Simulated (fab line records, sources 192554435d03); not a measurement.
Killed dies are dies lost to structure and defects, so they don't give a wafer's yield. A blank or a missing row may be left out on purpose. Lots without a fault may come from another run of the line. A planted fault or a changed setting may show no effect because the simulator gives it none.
Chamber matching | flow n5_finfet | N5_PMOS_HMC_CHANNEL_EPI_ETCH_32 on rie_diel-06: 4 sister chambers
The step etches BARC in N2/H2, stops on SiO2, target depth 85.8 nm, time 50.3 s. 4 wafers are shown with their chamber, then 7 later ones without.

WAFERS WITH THEIR CHAMBER
wafer  | chamber | drypump_motor_current_A (A)
L094.2 | 3       | 6.4
L094.5 | 2       | 5.9
L095.1 | 1       | 6.6
L095.3 | 0       | 5.2

WAFERS WITHOUT THEIR CHAMBER
wafer  | drypump_motor_current_A (A)
L095.4 | 5.9
L096.1 | 6.5
L096.2 | 5.9
L096.3 | 5.1
L097.1 | 6.5
L097.4 | 5.2
L097.5 | 5.1

WHICH CHAMBER EACH WENT THROUGH
wafer  | from the rows above     | in truth
L095.4 | 2                       | 2
L096.1 | can't be placed: 1 or 3 | 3
L096.2 | 2                       | 2
L096.3 | 0                       | 0
L097.1 | can't be placed: 1 or 3 | 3
L097.4 | 0                       | 0
L097.5 | 0                       | 0
Placed correctly: 5 of 7. Can't be placed from these rows: 2 (the true chamber is among the candidates in 2). Placed wrongly: 0.
How it was worked out, from the rows above alone: a wafer's distance from a chamber is the root of the sum, over the readings, of the square of ((its reading less the chamber's mean) divided by the reading's scatter). The wafer belongs to the nearest chamber; if the next one is less than 2 further off, it can't be placed. A chamber's mean is the mean of its shown wafers. The scatter: with one shown wafer a chamber, the root of the mean of the squares of how far each hidden wafer lies from its nearest shown one.
